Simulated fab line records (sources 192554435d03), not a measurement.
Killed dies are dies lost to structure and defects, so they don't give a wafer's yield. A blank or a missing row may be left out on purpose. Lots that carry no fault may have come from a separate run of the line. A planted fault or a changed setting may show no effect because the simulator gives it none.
fab line records	flow n5-finfet
record lots=12	wafers=36	last-day=19
route steps=1938 shown BEOL_M10@1524 BEOL_M11@1543 PASSIVATION@1936
lots untouched by any fault: they come from a run of this same line in which no faults occurred
start-h: hours from the record's opening day to when the first of the lot's shown wafers began	wait-h: hours elapsed since this lot's preceding step	" as in the row above	L1.1+2: a row that stands for several wafers	- value missing, or start not given	* or withheld: withheld	< > ~ a bound
route shown NAME@n: names a module that has steps shown in the file, with the first one's number in the route	usual: average and standard deviation across the fault-free wafers	same: alike in all rows	chamber/n: place in a boat	sites: the reading at each site	_std_site: the values' standard deviation	_edge_site: outer sites' mean less inner sites'	radius-mm: how far each site lies from the wafer's centre	mask NAME#n: copy n	behind: the last tool/chamber to shape the wafer	hold: why the lot went on hold/how many hours it stayed there/how the hold came to an end	device: transistor that didn't switch, given as n, p or np	end of line: the same wafers' tests at the end of the route	a step without rows: its recipe alone	killed: not the wafer's yield, but the dies lost to structure and defects at the first sort	map: a wafer's dies, marking killed ones x, the rest . and places with no die _
set.NAME: the setting the step ran with; set.NAME@STEP: the setting that earlier step ran with	model.NAME: the simulator's own value behind a step, which no gauge read
steps of the route over a sample of lots; a table a step, a row a wafer
services: the hour from which a tool's chamber was out of use, counted from the record's first day as start-h (under 0 if before that day), plus the number of hours and why
## steps
# step N5_BEOL_M10_ALD_74
# recipe material=TaN	target-thk-a=20	temp-c=275	ald-precursor-family=PDMAT	ald-co-reactant=NH3	pressure-torr=3	carrier-flow-sccm=1500	pulse-time-s=2	purge-time-s=3	co-reactant-purge-time-s=2	co-reactant-pulse-time-s=3	ald-cycles=40	precursor-vessel-temp-c=75	precursor-vessel-pressure-torr=26.25	precursor-vessel-carrier-sccm=1000
# usual heater-power-w=413/43	mfc-carrier-sccm=1499/4.4
lot.wafer	tool	chamber	start-h	wait-h	heater-power-w	mfc-carrier-sccm
L118.1	ald-metal-02	2	247.12	0.1	417	1496
L118.4	"	2	"	"	419	1502
L118.6	"	3	"	"	416	1494
L122.2	ald-metal-01	1	296.18	0.0	425	1494
L122.3	"	2	"	"	420	1501
L122.6	"	2	"	"	409	1500
L121.4	ald-metal-01	2	299.17	0.1	427	1504
L121.5	"	3	"	"	366	1501
L121.6	"	2	"	"	430	1502
L124.2	ald-metal-04	1	317.87	0.1	367	1499
L124.4	"	1	"	"	377	1502
L124.5	"	0	"	"	472	1494
L125.1	ald-metal-02	1	326.19	0.0	443	1499
L125.2	"	3	"	"	418	1493
L125.6	"	3	"	"	414	1497
L127.2	ald-metal-04	1	343.53	0.0	371	1494
L127.3	"	0	"	"	475	1499
L127.6	"	1	"	"	363	1495
L131.1	ald-metal-01	1	358.82	0.3	407	1494
L131.2	"	3	"	"	330	1501
L131.5	"	3	"	"	332	1502
L133.2	ald-metal-01	2	365.61	0.0	439	1493
L133.3	"	0	"	"	414	1494
L133.5	"	0	"	"	400	1499
L120.3	ald-metal-04	3	365.69	0.0	346	1499
L120.4	"	3	"	"	342	1497
L120.6	"	2	"	"	423	1499
L134.2	ald-metal-01	2	375.38	0.0	426	1497
L134.4	"	2	"	"	431	1489
L134.6	"	3	"	"	331	1500
L137.2	ald-metal-02	0	402.18	0.3	491	1491
L137.4	"	2	"	"	423	1498
L137.6	"	1	"	"	448	1497
L141.1	ald-metal-02	0	407.92	0.1	486	1497
L141.5	"	3	"	"	416	1504
L141.6	"	0	"	"	498	1500
# step N5_BEOL_M10_SURFACE_TREAT_76
# recipe gas=Ar	time-s=*	ion-energy-ev=*	ion-current-ma-cm2=0.5	pressure-mtorr=*	ar-flow-sccm=30
# usual throttle-valve-pct=*
lot.wafer	tool	chamber	start-h	wait-h	throttle-valve-pct
L118.1	pvd-sputter-02	-	248.94	1.7	*
L118.4	"	-	"	"	*
L118.6	"	-	"	"	*
L122.2	pvd-sputter-02	-	296.48	0.2	*
L122.3	"	-	"	"	*
L122.6	"	-	"	"	*
L121.4	pvd-sputter-02	-	299.47	0.2	*
L121.5	"	-	"	"	*
L121.6	"	-	"	"	*
L124.2	pvd-sputter-03	-	318.85	0.8	*
L124.4	"	-	"	"	*
L124.5	"	-	"	"	*
L125.1	pvd-sputter-02	-	326.53	0.2	*
L125.2	"	-	"	"	*
L125.6	"	-	"	"	*
L127.2	pvd-sputter-01	-	343.86	0.2	*
L127.3	"	-	"	"	*
L127.6	"	-	"	"	*
L131.1	pvd-sputter-02	-	359.11	0.2	*
L131.2	"	-	"	"	*
L131.5	"	-	"	"	*
L133.2	pvd-sputter-03	-	365.91	0.2	*
L133.3	"	-	"	"	*
L133.5	"	-	"	"	*
L120.3	pvd-sputter-03	-	366.05	0.2	*
L120.4	"	-	"	"	*
L120.6	"	-	"	"	*
L134.2	pvd-sputter-01	-	375.90	0.4	*
L134.4	"	-	"	"	*
L134.6	"	-	"	"	*
L137.2	pvd-sputter-03	-	403.46	1.1	*
L137.4	"	-	"	"	*
L137.6	"	-	"	"	*
L141.1	pvd-sputter-02	-	408.26	0.2	*
L141.5	"	-	"	"	*
L141.6	"	-	"	"	*
# step N5_BEOL_M10_RS_MEAS_57
# recipe thk-meas-gauge=four-point-probe	reads=Cu_of_BEOL_M10_ECD_50+Co_of_BEOL_M10_CVD_75+TaN_of_BEOL_M10_ALD_74
# usual M10_RS=0.152/0.0041
lot.wafer	tool	chamber	start-h	wait-h	M10_RS[ohm/sq]
L118.1	film-metro-01	-	250.11	0.1	0.147
L118.4	"	-	"	"	0.150
L118.6	"	-	"	"	0.145
L122.2	film-metro-02	-	297.92	0.1	0.151
L122.3	"	-	"	"	0.156
L122.6	"	-	"	"	0.159
L121.4	film-metro-01	-	300.61	0.0	0.152
L121.5	"	-	"	"	0.153
L121.6	"	-	"	"	0.149
L124.2	film-metro-01	-	320.08	0.1	0.157
L124.4	"	-	"	"	0.152
L124.5	"	-	"	"	0.153
L125.1	film-metro-02	-	327.85	0.1	0.149
L125.2	"	-	"	"	0.145
L125.6	"	-	"	"	0.150
L127.2	film-metro-01	-	345.06	0.1	0.154
L127.3	"	-	"	"	0.154
L127.6	"	-	"	"	0.156
L131.1	film-metro-02	-	360.32	0.1	0.154
L131.2	"	-	"	"	0.148
L131.5	"	-	"	"	0.155
L133.2	film-metro-02	-	367.49	0.1	0.161
L133.3	"	-	"	"	0.155
L133.5	"	-	"	"	0.151
L120.3	film-metro-01	-	368.03	0.1	0.147
L120.4	"	-	"	"	0.151
L120.6	"	-	"	"	0.152
L134.2	film-metro-02	-	377.50	0.1	0.161
L134.4	"	-	"	"	0.151
L134.6	"	-	"	"	0.158
L137.2	film-metro-01	-	404.89	0.1	0.152
L137.4	"	-	"	"	0.152
L137.6	"	-	"	"	0.148
L141.1	film-metro-02	-	409.79	0.1	0.146
L141.5	"	-	"	"	0.153
L141.6	"	-	"	"	0.147
# step N5_BEOL_M11_COAT_05
# recipe resist=CAR-ArF	spin-rpm=1500	resist-thk-nm=90
# usual exhaust-pa=45.0/0.89	spin-speed-rpm=1500.0/0.91
lot.wafer	tool	chamber	start-h	wait-h	exhaust-pa	spin-speed-rpm
L118.1	litho-track-04	0	251.29	-	46.1	1498.3
L118.4	"	0	"	"	46.7	1498.2
L118.6	"	0	"	"	45.8	1500.4
L122.2	litho-track-05	0	299.52	-	43.8	1500.0
L122.3	"	0	"	"	45.5	1501.0
L122.6	"	0	"	"	44.2	1499.4
L121.4	litho-track-05	0	302.71	-	46.2	1499.7
L121.5	"	0	"	"	43.6	1500.7
L121.6	"	0	"	"	44.7	1501.0
L124.2	litho-track-05	0	321.26	-	44.4	1964.6
L124.4	"	0	"	"	45.0	1964.6
L124.5	"	0	"	"	45.3	1964.2
L125.1	litho-track-05	0	329.81	-	45.6	1963.9
L125.2	"	0	"	"	44.7	1963.1
L125.6	"	0	"	"	44.5	1964.5
L127.2	litho-track-04	0	346.87	-	44.1	1498.8
L127.3	"	0	"	"	45.9	1500.2
L127.6	"	0	"	"	44.5	1499.0
L131.1	litho-track-03	0	361.54	-	44.1	1500.0
L131.2	"	0	"	"	44.9	1500.6
L131.5	"	0	"	"	43.6	1499.5
L133.2	litho-track-03	0	369.65	-	45.6	1499.0
L133.3	"	0	"	"	45.3	1499.7
L133.5	"	0	"	"	45.7	1499.6
L120.3	litho-track-04	0	369.68	-	46.3	1501.1
L120.4	"	0	"	"	45.4	1500.8
L120.6	"	0	"	"	45.2	1498.8
L134.2	litho-track-03	0	378.78	-	45.9	1500.1
L134.4	"	0	"	"	45.9	1498.2
L134.6	"	0	"	"	45.2	1501.3
L137.2	litho-track-04	0	407.28	-	44.5	1500.5
L137.4	"	0	"	"	45.4	1501.7
L137.6	"	0	"	"	44.2	1501.0
L141.1	litho-track-03	0	411.58	-	44.5	1501.1
L141.5	"	0	"	"	44.6	1501.2
L141.6	"	0	"	"	44.7	1499.7
# step N5_PASSIVATION_PROBE_49
# usual defect-limited-yield=90.9/1.4	killed_at_M0_to_M3=38/11	killed_at_M4_up=13/5.9	killed-at-contacts=14/6.4	killed-at-front-end=38/11	killed-at-other=3.3/2.5	killed-dies=107/16	killed-open=70/12	killed-short=35/7.7	sort_bin_5_function=5.3/0.94	sort_bin_6_memory=3.5/0.7	sort-n-pass=1073/16	sort-yield-pct=90.9/1.4
# same gross-dies=1180	killed-at-back-side=0	sort_bin_4_leakage[%]=0	sort_bin_8_speed[%]=0
lot.wafer	tool	chamber	start-h	wait-h	defect-limited-yield[%]	killed_at_M0_to_M3	killed_at_M4_up	killed-at-contacts	killed-at-front-end	killed-at-other	killed-dies	killed-open	killed-short	sort_bin_5_function[%]	sort_bin_6_memory[%]	sort-n-pass	sort-yield-pct[%]
L118.1	prober-01	-	290.92	0.0	91.5	38	8	17	36	1	100	65	35	5.0	3.3	1080	91.5
L118.4	prober-01	-	291.07	0.2	90.8	41	5	24	37	1	108	79	27	6.3	2.6	1072	90.8
L118.6	prober-01	-	291.17	0.3	90.8	46	18	13	29	2	108	64	44	4.8	3.9	1072	90.8
L121.4	prober-01	-	349.81	0.2	90.1	30	9	29	46	3	117	72	42	5.2	4.2	1063	90.1
L121.5	prober-01	-	349.86	0.2	88.5	30	8	27	69	2	136	91	44	6.4	4.8	1044	88.5
L121.6	prober-01	-	349.91	0.3	86.9	35	20	27	71	1	154	94	58	8.1	4.3	1026	86.9
L133.2	prober-01	-	417.40	0.1	89.4	72	15	14	23	1	125	87	36	5.0	5.1	1055	89.4
L133.3	prober-01	-	417.45	0.1	89.3	53	11	12	44	6	126	86	39	5.8	4.6	1054	89.3
L133.5	prober-01	-	417.55	0.2	90.3	75	6	10	21	3	115	68	47	5.9	3.5	1065	90.3
L137.2	prober-01	-	459.15	0.1	92.9	22	17	12	31	2	84	56	25	4.1	3.0	1096	92.9
L137.4	prober-01	-	459.25	0.2	89.9	30	4	29	54	2	119	80	37	5.8	3.4	1061	89.9
# killed by level:class
L118.1 MOL_CONTACT_COAG:geometric-particle:open=16 BEOL_M3:geometric-particle:open=10 BEOL_M0_SAQP:geometric-particle:short=9 GATE_CUT:geometric-particle:short=7 BEOL_M0_SAQP:geometric-particle:open=7 DUMMY_GATE:geometric-particle:open=6 FIN_SAQP:geometric-particle:open=4 BEOL_M1:geometric-particle:open=4
L118.4 MOL_CONTACT_COAG:geometric-particle:open=21 BEOL_M0_SAQP:geometric-particle:open=17 FIN_SAQP:geometric-particle:open=13 BEOL_M0_SAQP:geometric-particle:short=9 GATE_CUT:geometric-particle:short=5 BEOL_M1:geometric-particle:open=4 BEOL_M2:geometric-particle:short=4 STARTING-WAFER:geometric-particle:open=4
L118.6 BEOL_M0_SAQP:geometric-particle:short=12 BEOL_M0_SAQP:geometric-particle:open=11 BEOL_M3:geometric-particle:open=9 BEOL_M4:geometric-particle:open=9 FIN_SAQP:geometric-particle:open=8 MOL_CONTACT_COAG:geometric-particle:open=8 FIN_SAQP:geometric-particle:short=7 MOL_CONTACT_COAG:geometric-particle:short=5
L121.4 MOL_CONTACT_COAG:geometric-particle:open=21 FIN_SAQP:geometric-particle:short=11 FIN_SAQP:geometric-particle:open=9 MOL_CONTACT_COAG:geometric-particle:short=8 GATE_CUT:geometric-particle:short=6 BEOL_M1:geometric-particle:open=5 BEOL_M1:geometric-particle:short=5 STARTING-WAFER:geometric-particle:open=5
L121.5 FIN_SAQP:geometric-particle:open=25 MOL_CONTACT_COAG:geometric-particle:open=21 FIN_SAQP:geometric-particle:short=18 BEOL_M0_SAQP:geometric-particle:short=12 STI_FIN_REVEAL:geometric-particle:open=10 BEOL_M0_SAQP:geometric-particle:open=7 MOL_CONTACT_COAG:geometric-particle:short=6 GATE_CUT:geometric-particle:open=5
L121.6 FIN_SAQP:geometric-particle:short=27 FIN_SAQP:geometric-particle:open=23 MOL_CONTACT_COAG:geometric-particle:open=21 BEOL_M1:geometric-particle:open=10 BEOL_M0_SAQP:geometric-particle:short=10 STI_FIN_REVEAL:geometric-particle:open=9 MOL_CONTACT_COAG:geometric-particle:short=6 GATE_CUT:geometric-particle:short=5
L133.2 BEOL_M0_SAQP:geometric-particle:open=14 BEOL_M2:geometric-particle:open=14 BEOL_M0_SAQP:geometric-particle:short=12 MOL_CONTACT_COAG:geometric-particle:open=10 BEOL_M1:geometric-particle:open=10 BEOL_M0:geometric-particle:open=9 FIN_SAQP:geometric-particle:short=4 FIN_SAQP:geometric-particle:open=4
L133.3 BEOL_M0_SAQP:geometric-particle:open=15 FIN_SAQP:geometric-particle:open=11 BEOL_M1:geometric-particle:open=11 FIN_SAQP:geometric-particle:short=8 MOL_CONTACT_COAG:geometric-particle:open=8 BEOL_M0_SAQP:geometric-particle:short=8 BEOL_M2:geometric-particle:open=7 ILD0:geometric-particle:open=5
L133.5 BEOL_M0_SAQP:geometric-particle:short=26 BEOL_M0_SAQP:geometric-particle:open=25 MOL_CONTACT_COAG:geometric-particle:open=9 BEOL_M0:geometric-particle:open=7 FIN_SAQP:geometric-particle:open=6 BEOL_M1:geometric-particle:open=4 BEOL_M2:geometric-particle:open=4 FIN_SAQP:geometric-particle:short=3
L137.2 BEOL_M4:geometric-particle:open=9 MOL_CONTACT_COAG:geometric-particle:open=8 FIN_SAQP:geometric-particle:short=7 FIN_SAQP:geometric-particle:open=7 BEOL_M0_SAQP:geometric-particle:open=5 BEOL_M0:geometric-particle:open=5 GATE_CUT:geometric-particle:short=4 MOL_CONTACT_COAG:geometric-particle:short=4
L137.4 MOL_CONTACT_COAG:geometric-particle:open=25 FIN_SAQP:geometric-particle:short=8 FIN_SAQP:geometric-particle:open=8 BEOL_M0_SAQP:geometric-particle:open=8 STI_FIN_REVEAL:geometric-particle:open=7 ILD0:geometric-particle:open=5 GATE_CUT:geometric-particle:short=5 BEOL_M3:geometric-particle:open=5
## services
tool	chamber	start-h	hours	kind
pvd-sputter-01	-	237.91	1.1	repair
ald-metal-01	-	270.16	6.0	pm
ald-metal-02	-	272.63	8.7	pm
ald-metal-04	3	303.04	30.8	repair
ald-metal-01	-	337.25	14.0	pm
ald-metal-01	0	337.25	14.0	vent-cycle
ald-metal-01	1	337.25	14.0	vent-cycle
ald-metal-01	2	337.25	14.0	vent-cycle
ald-metal-01	3	337.25	14.0	vent-cycle
ald-metal-01	0	351.25	-	clean
ald-metal-01	1	351.25	-	clean
ald-metal-01	2	351.25	-	clean
ald-metal-01	3	351.25	-	clean
ald-metal-04	0	354.41	20.4	repair
ald-metal-02	3	356.86	43.2	repair
ald-metal-02	-	394.75	2.8	pm
ald-metal-04	-	402.93	6.0	pm
ald-metal-02	2	405.20	26.4	repair
## key
first-sign step=N5_BEOL_M11_COAT_05	reading=spin-speed-rpm	direction=up	sigmas=99+	usual=*	struck=*
effect none on later readings
met-at N5_BEOL_M11_COAT_05
struck-lots L124,L125
not-acting-at N5_BEOL_M10_ALD_74,N5_BEOL_M10_SURFACE_TREAT_76,N5_BEOL_M10_RS_MEAS_57
onset-between 302.71 321.26
earlier-fault kind=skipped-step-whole	tool=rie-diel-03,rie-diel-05	chamber=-	onset-h=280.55	steps=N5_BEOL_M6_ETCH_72	scope=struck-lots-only
fault kind=process-parameter-drift	tool=litho-track-05	chamber=-	onset-h=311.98	steps=N5_BEOL_M11_COAT_05	channel=spin-rpm	offset=*	shape=step	acts-in=*	stated=*
